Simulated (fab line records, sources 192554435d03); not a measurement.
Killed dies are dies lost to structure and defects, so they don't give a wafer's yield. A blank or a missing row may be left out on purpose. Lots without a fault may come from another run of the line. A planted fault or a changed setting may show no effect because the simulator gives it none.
Chamber matching | flow n5_finfet | N5_BEOL_M7_PECVD_70 on pecvd-03: 3 sister chambers
The step deposits SiO2 from TEOS/O2, target thk 20 nm, time 22.7 s. 6 wafers are shown with their chamber, then 9 later ones without.

WAFERS WITH THEIR CHAMBER
wafer  | chamber | showerhead_plenum_p_Torr (Torr) | throttle_valve_pct (%)
L083.2 | 2       | 8.80                            | 21.1
L081.2 | 1       | 8.72                            | 21.3
L081.3 | 2       | 8.83                            | 21.5
L089.1 | 0       | 8.75                            | 22.4
L089.4 | 0       | 8.74                            | 22.3
L089.5 | 1       | 8.70                            | 21.3

WAFERS WITHOUT THEIR CHAMBER
wafer  | showerhead_plenum_p_Torr (Torr) | throttle_valve_pct (%)
L091.1 | 8.73                            | 22.4
L091.2 | 8.72                            | 21.6
L091.4 | 8.70                            | 21.2
L096.1 | 8.83                            | 21.4
L096.3 | 8.83                            | 21.3
L096.4 | 8.70                            | 21.1
L097.2 | 8.71                            | 21.2
L097.4 | 8.81                            | 21.4
L097.6 | 8.72                            | 21.3

WHICH CHAMBER EACH WENT THROUGH
wafer  | from the rows above | in truth
L091.1 | 0                   | 0
L091.2 | 1                   | 1
L091.4 | 1                   | 1
L096.1 | 2                   | 2
L096.3 | 2                   | 2
L096.4 | 1                   | 1
L097.2 | 1                   | 1
L097.4 | 2                   | 2
L097.6 | 1                   | 1
Placed correctly: 9 of 9. Can't be placed from these rows: 0. Placed wrongly: 0.
How it was worked out, from the rows above alone: a wafer's distance from a chamber is the root of the sum, over the readings, of the square of ((its reading less the chamber's mean) divided by the reading's scatter). The wafer belongs to the nearest chamber; if the next one is less than 2 further off, it can't be placed. A chamber's mean is the mean of its shown wafers. The scatter: the root of (the sum of the squares of (reading less its chamber's mean) over the shown wafers, divided by (wafers less chambers)).
